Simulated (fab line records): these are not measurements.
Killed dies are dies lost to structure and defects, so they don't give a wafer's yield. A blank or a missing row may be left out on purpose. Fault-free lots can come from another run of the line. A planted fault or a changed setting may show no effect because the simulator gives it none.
fab line records / flow n5-finfet / part 2 of 2: steps 26 to 31 of 31
record lots=5 wafers=15 last-day=15
route steps=1938 shown BEOL_M6@1256 BEOL_M7@1263
lots that met no fault: from a run of the same line without faults
start-h: start of the lot's first displayed wafer, in hours after the record's first day / wait-h: hours from the lot's prior step to this one / " unchanged from the row above / L1.1+2: several wafers, shown together as one row / - either no value or no given start / * or withheld: withheld / < > ~ a bound
route shown NAME@n: NAME is a module with steps in the file, n the number in the route of the first one / usual: mean/standard deviation taken from wafers without a fault / same: alike in all rows / chamber/n: place in a boat / sites: the reading at each site / _std_site: the values' standard deviation / _edge_site: inner sites' mean taken away from outer sites' mean / radius-mm: for every site, how far away it sits from the centre of the wafer / mask NAME#n: copy n / behind: the most recent tool/chamber to have shaped the wafer / hold: reason for holding the lot/hours on hold/outcome of the hold / device: transistor that didn't switch, given as n, p or np / end of line: at the end of the route, the tests of the same wafers / a step without rows: its recipe alone / killed: the dies lost at the first sort to structure and to defects; this is not the yield of the wafer / map: a wafer's dies, x killed, . not, _ none there
set.NAME: the setting as run; set.NAME@STEP: as run at that earlier step / model.NAME: the simulator's own value behind a step, which no gauge read
lots at some steps of the route; a table a step, a row a wafer
services: from which hour (start-h, from the record's first day; less than 0 if before it) a tool's chamber was out of use, for how many hours, and why
## steps
# step N5_BEOL_M7_ETCH_62
# recipe chemistry=N2/H2 target=SOC target-depth-a=1100 overetch-a=220 mask-material=SiARC temp-c=40 time-s=165 ion-energy-ev=200 pressure-mtorr=30 source-w=840 bias-w=150 n2-flow-sccm=200 h2-flow-sccm=200
# usual drypump-motor-current-A=5.8/0.38 oes-product-au=0.67/0.057 rf-vpp-V=523.9/1.8 showerhead-plenum-p-Torr=2.55/0.065 throttle-valve-pct=17.72/0.23
lot.wafer=L075.2 tool=rie-diel-01 chamber=3 start-h=191.53 wait-h=0.0 drypump-motor-current-A=5.1 oes-product-au=0.86 rf-hours-counter-h=0 rf-vpp-V=525.0 showerhead-plenum-p-Torr=2.61 throttle-valve-pct=17.48
lot.wafer=L075.3 tool=rie-diel-01 chamber=1 start-h=191.53 wait-h=0.0 drypump-motor-current-A=5.8 oes-product-au=0.71 rf-hours-counter-h=80 rf-vpp-V=525.3 showerhead-plenum-p-Torr=2.57 throttle-valve-pct=17.71
lot.wafer=L075.6 tool=rie-diel-01 chamber=2 start-h=191.53 wait-h=0.0 drypump-motor-current-A=5.7 oes-product-au=0.72 rf-hours-counter-h=- rf-vpp-V=522.0 showerhead-plenum-p-Torr=2.47 throttle-valve-pct=17.40
lot.wafer=L078.2 tool=rie-diel-03 chamber=1 start-h=211.98 wait-h=0.0 drypump-motor-current-A=6.2 oes-product-au=0.64 rf-hours-counter-h=163 rf-vpp-V=527.9 showerhead-plenum-p-Torr=2.65 throttle-valve-pct=17.88
lot.wafer=L078.4 tool=rie-diel-03 chamber=3 start-h=211.98 wait-h=0.0 drypump-motor-current-A=6.2 oes-product-au=0.75 rf-hours-counter-h=45 rf-vpp-V=525.4 showerhead-plenum-p-Torr=2.59 throttle-valve-pct=17.63
lot.wafer=L078.6 tool=rie-diel-03 chamber=3 start-h=211.98 wait-h=0.0 drypump-motor-current-A=6.2 oes-product-au=0.75 rf-hours-counter-h=- rf-vpp-V=523.4 showerhead-plenum-p-Torr=2.59 throttle-valve-pct=17.63
lot.wafer=L085.1 tool=rie-diel-01 chamber=2 start-h=258.84 wait-h=0.0 drypump-motor-current-A=5.7 oes-product-au=0.69 rf-hours-counter-h=79 rf-vpp-V=522.6 showerhead-plenum-p-Torr=2.46 throttle-valve-pct=17.44
lot.wafer=L085.5 tool=rie-diel-01 chamber=0 start-h=258.84 wait-h=0.0 drypump-motor-current-A=5.6 oes-product-au=0.63 rf-hours-counter-h=- rf-vpp-V=522.4 showerhead-plenum-p-Torr=2.55 throttle-valve-pct=17.93
lot.wafer=L085.6 tool=rie-diel-01 chamber=1 start-h=258.84 wait-h=0.0 drypump-motor-current-A=5.7 oes-product-au=0.69 rf-hours-counter-h=- rf-vpp-V=523.7 showerhead-plenum-p-Torr=2.56 throttle-valve-pct=17.77
lot.wafer=L088.2 tool=rie-diel-01 chamber=0 start-h=279.66 wait-h=0.0 drypump-motor-current-A=5.6 oes-product-au=0.63 rf-hours-counter-h=169 rf-vpp-V=522.9 showerhead-plenum-p-Torr=2.54 throttle-valve-pct=17.92
lot.wafer=L088.5 tool=rie-diel-01 chamber=2 start-h=279.66 wait-h=0.0 drypump-motor-current-A=5.7 oes-product-au=0.69 rf-hours-counter-h=- rf-vpp-V=522.8 showerhead-plenum-p-Torr=2.46 throttle-valve-pct=17.45
lot.wafer=L088.6 tool=rie-diel-01 chamber=3 start-h=279.66 wait-h=0.0 drypump-motor-current-A=5.1 oes-product-au=0.78 rf-hours-counter-h=- rf-vpp-V=525.3 showerhead-plenum-p-Torr=2.60 throttle-valve-pct=17.53
lot.wafer=L092.2 tool=rie-diel-01 chamber=0 start-h=292.21 wait-h=0.0 drypump-motor-current-A=5.6 oes-product-au=0.62 rf-hours-counter-h=175 rf-vpp-V=522.9 showerhead-plenum-p-Torr=2.54 throttle-valve-pct=17.95
lot.wafer=L092.3 tool=rie-diel-01 chamber=1 start-h=292.21 wait-h=0.0 drypump-motor-current-A=5.8 oes-product-au=0.68 rf-hours-counter-h=112 rf-vpp-V=524.6 showerhead-plenum-p-Torr=2.56 throttle-valve-pct=17.78
lot.wafer=L092.5 tool=rie-diel-01 chamber=3 start-h=292.21 wait-h=0.0 drypump-motor-current-A=5.2 oes-product-au=0.76 rf-hours-counter-h=- rf-vpp-V=524.0 showerhead-plenum-p-Torr=2.60 throttle-valve-pct=17.55
# step N5_BEOL_M7_STRIP_68
# recipe chemistry=N2/H2 temp-c=40 n2-flow-sccm=200 h2-flow-sccm=200 rf-frequency-hz=6e+07
lot.wafer=L075.2+3+6 tool=rie-diel-01 chamber=3,1,2 start-h=191.67 wait-h=0.1
lot.wafer=L078.2+4+6 tool=rie-diel-03 chamber=1,3,3 start-h=212.12 wait-h=0.1
lot.wafer=L085.1+5+6 tool=rie-diel-01 chamber=2,0,1 start-h=258.98 wait-h=0.1
lot.wafer=L088.2+5+6 tool=rie-diel-01 chamber=0,2,3 start-h=279.80 wait-h=0.1
lot.wafer=L092.2+3+5 tool=rie-diel-01 chamber=0,1,3 start-h=292.34 wait-h=0.1
# step N5_BEOL_M7_STRIP_67
# recipe chemistry=CF4 resist=SiARC power-w=300 bias-power-w=75 pressure-mtorr=50 cf4-flow-sccm=150 rf-frequency-hz=6e+07
# usual drypump-motor-current-A=5.8/0.38 oes-product-au=0.80/0.066 rf-vpp-V=271.2/1.4 showerhead-plenum-p-Torr=1.80/0.038 throttle-valve-pct=13.50/0.21
lot.wafer=L075.2 tool=rie-diel-01 chamber=3 start-h=191.68 wait-h=0.0 drypump-motor-current-A=5.1 oes-product-au=1.00 rf-hours-counter-h=0 rf-vpp-V=273.0 showerhead-plenum-p-Torr=1.83 throttle-valve-pct=13.18
lot.wafer=L075.3 tool=rie-diel-01 chamber=1 start-h=191.68 wait-h=0.0 drypump-motor-current-A=5.7 oes-product-au=0.84 rf-hours-counter-h=80 rf-vpp-V=271.6 showerhead-plenum-p-Torr=1.82 throttle-valve-pct=13.48
lot.wafer=L075.6 tool=rie-diel-01 chamber=2 start-h=191.68 wait-h=0.0 drypump-motor-current-A=5.7 oes-product-au=0.84 rf-hours-counter-h=- rf-vpp-V=269.0 showerhead-plenum-p-Torr=1.76 throttle-valve-pct=13.31
lot.wafer=L078.2 tool=rie-diel-03 chamber=1 start-h=212.13 wait-h=0.0 drypump-motor-current-A=6.2 oes-product-au=0.74 rf-hours-counter-h=163 rf-vpp-V=272.8 showerhead-plenum-p-Torr=1.86 throttle-valve-pct=13.58
lot.wafer=L078.4 tool=rie-diel-03 chamber=3 start-h=212.13 wait-h=0.0 drypump-motor-current-A=6.2 oes-product-au=0.88 rf-hours-counter-h=45 rf-vpp-V=271.6 showerhead-plenum-p-Torr=1.82 throttle-valve-pct=13.34
lot.wafer=L078.6 tool=rie-diel-03 chamber=3 start-h=212.13 wait-h=0.0 drypump-motor-current-A=6.2 oes-product-au=0.88 rf-hours-counter-h=- rf-vpp-V=270.8 showerhead-plenum-p-Torr=1.82 throttle-valve-pct=13.37
lot.wafer=L085.1 tool=rie-diel-01 chamber=2 start-h=258.99 wait-h=0.0 drypump-motor-current-A=5.7 oes-product-au=0.81 rf-hours-counter-h=79 rf-vpp-V=266.9 showerhead-plenum-p-Torr=1.75 throttle-valve-pct=13.36
lot.wafer=L085.5 tool=rie-diel-01 chamber=0 start-h=258.99 wait-h=0.0 drypump-motor-current-A=5.6 oes-product-au=0.74 rf-hours-counter-h=- rf-vpp-V=272.2 showerhead-plenum-p-Torr=1.79 throttle-valve-pct=13.58
lot.wafer=L085.6 tool=rie-diel-01 chamber=1 start-h=258.99 wait-h=0.0 drypump-motor-current-A=5.7 oes-product-au=0.82 rf-hours-counter-h=- rf-vpp-V=272.0 showerhead-plenum-p-Torr=1.81 throttle-valve-pct=13.55
lot.wafer=L088.2 tool=rie-diel-01 chamber=0 start-h=279.81 wait-h=0.0 drypump-motor-current-A=5.6 oes-product-au=0.74 rf-hours-counter-h=169 rf-vpp-V=271.3 showerhead-plenum-p-Torr=1.79 throttle-valve-pct=13.62
lot.wafer=L088.5 tool=rie-diel-01 chamber=2 start-h=279.81 wait-h=0.0 drypump-motor-current-A=5.7 oes-product-au=0.80 rf-hours-counter-h=- rf-vpp-V=269.1 showerhead-plenum-p-Torr=1.75 throttle-valve-pct=13.38
lot.wafer=L088.6 tool=rie-diel-01 chamber=3 start-h=279.81 wait-h=0.0 drypump-motor-current-A=5.1 oes-product-au=0.91 rf-hours-counter-h=- rf-vpp-V=271.7 showerhead-plenum-p-Torr=1.83 throttle-valve-pct=13.26
lot.wafer=L092.2 tool=rie-diel-01 chamber=0 start-h=292.35 wait-h=0.0 drypump-motor-current-A=5.6 oes-product-au=0.74 rf-hours-counter-h=175 rf-vpp-V=268.9 showerhead-plenum-p-Torr=1.78 throttle-valve-pct=13.61
lot.wafer=L092.3 tool=rie-diel-01 chamber=1 start-h=292.35 wait-h=0.0 drypump-motor-current-A=5.7 oes-product-au=0.80 rf-hours-counter-h=112 rf-vpp-V=272.1 showerhead-plenum-p-Torr=1.81 throttle-valve-pct=13.54
lot.wafer=L092.5 tool=rie-diel-01 chamber=3 start-h=292.35 wait-h=0.0 drypump-motor-current-A=5.1 oes-product-au=0.90 rf-hours-counter-h=- rf-vpp-V=271.7 showerhead-plenum-p-Torr=1.82 throttle-valve-pct=13.27
# step N5_BEOL_M7_HM_OPEN_17
# recipe chemistry=Cl2/BCl3 target-depth-a=200 overetch-a=60 target=TiN mask-material=SOC ion-energy-ev=150 pressure-mtorr=10 icp-w=1000 bias-w=126 Cl2_flow_sccm=53.25 bcl3-flow-sccm=21.75 Ar_flow_sccm=25
# usual drypump-motor-current-A=5.99/0.24 he-backside-leak-sccm=3.41/0.27 oes-product-au=0.66/0.1 throttle-valve-pct=22.23/0.14
lot.wafer=L075.2 tool=rie-metal-03 chamber=1 start-h=191.72 wait-h=0.0 drypump-motor-current-A=6.15 he-backside-leak-sccm=3.32 oes-product-au=0.72 rf-hours-counter-h=23 throttle-valve-pct=22.00
lot.wafer=L075.3 tool=rie-metal-03 chamber=0 start-h=191.72 wait-h=0.0 drypump-motor-current-A=5.79 he-backside-leak-sccm=3.70 oes-product-au=0.51 rf-hours-counter-h=- throttle-valve-pct=22.71
lot.wafer=L075.6 tool=rie-metal-03 chamber=1 start-h=191.72 wait-h=0.0 drypump-motor-current-A=6.11 he-backside-leak-sccm=3.42 oes-product-au=0.72 rf-hours-counter-h=- throttle-valve-pct=22.01
lot.wafer=L078.2 tool=rie-metal-01 chamber=0 start-h=212.17 wait-h=0.0 drypump-motor-current-A=6.39 he-backside-leak-sccm=3.57 oes-product-au=0.65 rf-hours-counter-h=41 throttle-valve-pct=22.22
lot.wafer=L078.4 tool=rie-metal-01 chamber=1 start-h=212.17 wait-h=0.0 drypump-motor-current-A=5.72 he-backside-leak-sccm=3.46 oes-product-au=0.54 rf-hours-counter-h=- throttle-valve-pct=22.14
lot.wafer=L078.6 tool=rie-metal-01 chamber=1 start-h=212.17 wait-h=0.0 drypump-motor-current-A=5.73 he-backside-leak-sccm=3.48 oes-product-au=0.53 rf-hours-counter-h=- throttle-valve-pct=22.15
lot.wafer=L085.1 tool=rie-metal-02 chamber=1 start-h=259.03 wait-h=0.0 drypump-motor-current-A=5.82 he-backside-leak-sccm=3.44 oes-product-au=0.61 rf-hours-counter-h=63 throttle-valve-pct=22.23
lot.wafer=L085.5 tool=rie-metal-02 chamber=0 start-h=259.03 wait-h=0.0 drypump-motor-current-A=6.08 he-backside-leak-sccm=3.22 oes-product-au=0.83 rf-hours-counter-h=- throttle-valve-pct=22.35
lot.wafer=L085.6 tool=rie-metal-02 chamber=1 start-h=259.03 wait-h=0.0 drypump-motor-current-A=5.83 he-backside-leak-sccm=3.33 oes-product-au=0.61 rf-hours-counter-h=- throttle-valve-pct=22.22
lot.wafer=L088.2 tool=rie-metal-01 chamber=1 start-h=279.85 wait-h=0.0 drypump-motor-current-A=5.72 he-backside-leak-sccm=3.17 oes-product-au=0.53 rf-hours-counter-h=106 throttle-valve-pct=22.20
lot.wafer=L088.5 tool=rie-metal-01 chamber=1 start-h=279.85 wait-h=0.0 drypump-motor-current-A=5.75 he-backside-leak-sccm=3.20 oes-product-au=0.54 rf-hours-counter-h=- throttle-valve-pct=22.16
lot.wafer=L088.6 tool=rie-metal-01 chamber=0 start-h=279.85 wait-h=0.0 drypump-motor-current-A=6.44 he-backside-leak-sccm=3.59 oes-product-au=0.64 rf-hours-counter-h=- throttle-valve-pct=22.22
lot.wafer=L092.2 tool=rie-metal-01 chamber=0 start-h=292.39 wait-h=0.0 drypump-motor-current-A=6.41 he-backside-leak-sccm=3.45 oes-product-au=0.63 rf-hours-counter-h=49 throttle-valve-pct=22.25
lot.wafer=L092.3 tool=rie-metal-01 chamber=0 start-h=292.39 wait-h=0.0 drypump-motor-current-A=6.43 he-backside-leak-sccm=3.55 oes-product-au=0.63 rf-hours-counter-h=- throttle-valve-pct=22.23
lot.wafer=L092.5 tool=rie-metal-01 chamber=1 start-h=292.39 wait-h=0.0 drypump-motor-current-A=5.73 he-backside-leak-sccm=3.46 oes-product-au=0.54 rf-hours-counter-h=- throttle-valve-pct=22.18
# step N5_BEOL_M7_STRIP_19
# recipe chemistry=O2 power-w=400 temp-c=40 pressure-mtorr=30 rf-frequency-hz=6e+07 bias-power-w=0 overash-fraction=0.2 o2-flow-sccm=225
# usual drypump-motor-current-A=5.8/0.41 o2-flow-sccm=225.0/0.66 oes-product-au=0.80/0.072 rf-vpp-V=3.7/0.61 showerhead-plenum-p-Torr=2.10/0.052 throttle-valve-pct=16.59/0.23
lot.wafer=L075.2 tool=rie-diel-05 chamber=2 start-h=191.91 wait-h=0.2 drypump-motor-current-A=5.0 o2-flow-sccm=225.9 oes-product-au=0.91 rf-hours-counter-h=28 rf-vpp-V=4.4 showerhead-plenum-p-Torr=2.14 throttle-valve-pct=16.11
lot.wafer=L075.3 tool=rie-diel-05 chamber=3 start-h=191.91 wait-h=0.2 drypump-motor-current-A=5.4 o2-flow-sccm=224.7 oes-product-au=0.74 rf-hours-counter-h=176 rf-vpp-V=3.5 showerhead-plenum-p-Torr=2.09 throttle-valve-pct=17.17
lot.wafer=L075.6 tool=rie-diel-05 chamber=1 start-h=191.91 wait-h=0.2 drypump-motor-current-A=6.2 o2-flow-sccm=224.4 oes-product-au=0.80 rf-hours-counter-h=- rf-vpp-V=4.8 showerhead-plenum-p-Torr=2.12 throttle-valve-pct=16.95
lot.wafer=L078.2 tool=rie-diel-03 chamber=0 start-h=212.28 wait-h=0.1 drypump-motor-current-A=6.2 o2-flow-sccm=224.6 oes-product-au=0.77 rf-hours-counter-h=133 rf-vpp-V=4.1 showerhead-plenum-p-Torr=2.02 throttle-valve-pct=16.44
lot.wafer=L078.4 tool=rie-diel-03 chamber=3 start-h=212.28 wait-h=0.1 drypump-motor-current-A=6.2 o2-flow-sccm=225.3 oes-product-au=0.88 rf-hours-counter-h=45 rf-vpp-V=3.8 showerhead-plenum-p-Torr=2.14 throttle-valve-pct=16.54
lot.wafer=L078.6 tool=rie-diel-03 chamber=0 start-h=212.28 wait-h=0.1 drypump-motor-current-A=6.2 o2-flow-sccm=224.7 oes-product-au=0.77 rf-hours-counter-h=- rf-vpp-V=3.8 showerhead-plenum-p-Torr=2.02 throttle-valve-pct=16.42
lot.wafer=L085.1 tool=rie-diel-03 chamber=1 start-h=259.25 wait-h=0.2 drypump-motor-current-A=6.1 o2-flow-sccm=224.7 oes-product-au=0.72 rf-hours-counter-h=176 rf-vpp-V=3.2 showerhead-plenum-p-Torr=2.18 throttle-valve-pct=16.69
lot.wafer=L085.5 tool=rie-diel-03 chamber=3 start-h=259.25 wait-h=0.2 drypump-motor-current-A=6.2 o2-flow-sccm=224.7 oes-product-au=0.86 rf-hours-counter-h=- rf-vpp-V=5.6 showerhead-plenum-p-Torr=2.14 throttle-valve-pct=16.56
lot.wafer=L085.6 tool=rie-diel-03 chamber=0 start-h=259.25 wait-h=0.2 drypump-motor-current-A=6.2 o2-flow-sccm=225.7 oes-product-au=0.76 rf-hours-counter-h=- rf-vpp-V=3.3 showerhead-plenum-p-Torr=2.01 throttle-valve-pct=16.44
lot.wafer=L088.2 tool=rie-diel-03 chamber=3 start-h=280.22 wait-h=0.3 drypump-motor-current-A=6.2 o2-flow-sccm=225.6 oes-product-au=0.85 rf-hours-counter-h=70 rf-vpp-V=4.6 showerhead-plenum-p-Torr=2.14 throttle-valve-pct=16.57
lot.wafer=L088.5 tool=rie-diel-03 chamber=3 start-h=280.22 wait-h=0.3 drypump-motor-current-A=6.2 o2-flow-sccm=225.6 oes-product-au=0.84 rf-hours-counter-h=- rf-vpp-V=3.7 showerhead-plenum-p-Torr=2.13 throttle-valve-pct=16.59
lot.wafer=L088.6 tool=rie-diel-03 chamber=0 start-h=280.22 wait-h=0.3 drypump-motor-current-A=6.2 o2-flow-sccm=224.6 oes-product-au=0.75 rf-hours-counter-h=- rf-vpp-V=3.3 showerhead-plenum-p-Torr=2.01 throttle-valve-pct=16.47
lot.wafer=L092.2 tool=rie-diel-01 chamber=0 start-h=292.94 wait-h=0.5 drypump-motor-current-A=5.6 o2-flow-sccm=225.8 oes-product-au=0.73 rf-hours-counter-h=175 rf-vpp-V=4.2 showerhead-plenum-p-Torr=2.09 throttle-valve-pct=16.74
lot.wafer=L092.3 tool=rie-diel-01 chamber=3 start-h=292.94 wait-h=0.5 drypump-motor-current-A=5.1 o2-flow-sccm=224.7 oes-product-au=0.91 rf-hours-counter-h=35 rf-vpp-V=3.7 showerhead-plenum-p-Torr=2.13 throttle-valve-pct=16.33
lot.wafer=L092.5 tool=rie-diel-01 chamber=2 start-h=292.94 wait-h=0.5 drypump-motor-current-A=5.7 o2-flow-sccm=225.4 oes-product-au=0.79 rf-hours-counter-h=- rf-vpp-V=3.7 showerhead-plenum-p-Torr=2.03 throttle-valve-pct=16.43
# step N5_BEOL_M7_CD_MEAS_18
# recipe pitch-nm=80 target-cd-nm=40
# usual cd-nm=40.0/0.48
lot.wafer=L075.2 tool=cd-sem-02 chamber=- start-h=191.98 wait-h=0.1 cd-nm=39.8
lot.wafer=L075.3 tool=cd-sem-02 chamber=- start-h=191.98 wait-h=0.1 cd-nm=39.9
lot.wafer=L075.6 tool=cd-sem-02 chamber=- start-h=191.98 wait-h=0.1 cd-nm=39.6
lot.wafer=L078.2 tool=cd-sem-01 chamber=- start-h=212.36 wait-h=0.1 cd-nm=39.7
lot.wafer=L078.4 tool=cd-sem-01 chamber=- start-h=212.36 wait-h=0.1 cd-nm=39.2
lot.wafer=L078.6 tool=cd-sem-01 chamber=- start-h=212.36 wait-h=0.1 cd-nm=39.8
lot.wafer=L085.1 tool=cd-sem-01 chamber=- start-h=259.32 wait-h=0.0 cd-nm=39.3
lot.wafer=L085.5 tool=cd-sem-01 chamber=- start-h=259.32 wait-h=0.0 cd-nm=39.3
lot.wafer=L085.6 tool=cd-sem-01 chamber=- start-h=259.32 wait-h=0.0 cd-nm=39.2
lot.wafer=L088.2 tool=cd-sem-03 chamber=- start-h=280.30 wait-h=0.1 cd-nm=39.6
lot.wafer=L088.5 tool=cd-sem-03 chamber=- start-h=280.30 wait-h=0.1 cd-nm=40.2
lot.wafer=L088.6 tool=cd-sem-03 chamber=- start-h=280.30 wait-h=0.1 cd-nm=39.7
lot.wafer=L092.2 tool=cd-sem-02 chamber=- start-h=293.01 wait-h=0.1 cd-nm=40.0
lot.wafer=L092.3 tool=cd-sem-02 chamber=- start-h=293.01 wait-h=0.1 cd-nm=40.2
lot.wafer=L092.5 tool=cd-sem-02 chamber=- start-h=293.01 wait-h=0.1 cd-nm=40.0
## services
tool=pvd-sputter-01 chamber=- start-h=164.86 hours=1.5 kind=repair
tool=arfi-scanner-03 chamber=- start-h=172.39 hours=7.4 kind=repair
tool=uv-cure-02 chamber=- start-h=181.03 hours=7.5 kind=pm
tool=pecvd-03 chamber=- start-h=181.09 hours=1.8 kind=repair
tool=rie-metal-02 chamber=1 start-h=182.26 hours=13.6 kind=repair
tool=arfi-scanner-03 chamber=- start-h=185.99 hours=4.8 kind=pm
tool=pecvd-03 chamber=- start-h=199.99 hours=14.6 kind=pm
tool=arfi-scanner-01 chamber=- start-h=200.56 hours=0.4 kind=repair
tool=uv-cure-03 chamber=- start-h=203.17 hours=7.5 kind=pm
tool=cmp-03 chamber=- start-h=210.09 hours=40.3 kind=repair
tool=arfi-scanner-03 chamber=- start-h=224.10 hours=1.0 kind=pm
tool=cmp-02 chamber=- start-h=226.81 hours=4.0 kind=pm
tool=cmp-02 chamber=- start-h=232.15 hours=6.3 kind=pm
tool=rie-diel-01 chamber=- start-h=232.90 hours=2.8 kind=pm
tool=uv-cure-01 chamber=- start-h=243.85 hours=1.1 kind=repair
tool=rie-diel-03 chamber=2 start-h=248.66 hours=32.5 kind=repair
tool=uv-cure-03 chamber=- start-h=252.94 hours=1.3 kind=repair
tool=cmp-02 chamber=- start-h=253.63 hours=2.3 kind=repair
tool=uv-cure-03 chamber=- start-h=256.09 hours=2.8 kind=pm
tool=rie-diel-03 chamber=3 start-h=261.12 hours=1.6 kind=repair
tool=arfi-scanner-03 chamber=- start-h=265.21 hours=0.2 kind=repair
tool=arfi-scanner-01 chamber=- start-h=272.28 hours=1.0 kind=pm
tool=arfi-scanner-01 chamber=- start-h=285.55 hours=1.3 kind=pm
tool=arfi-scanner-01 chamber=- start-h=286.85 hours=0.8 kind=pm
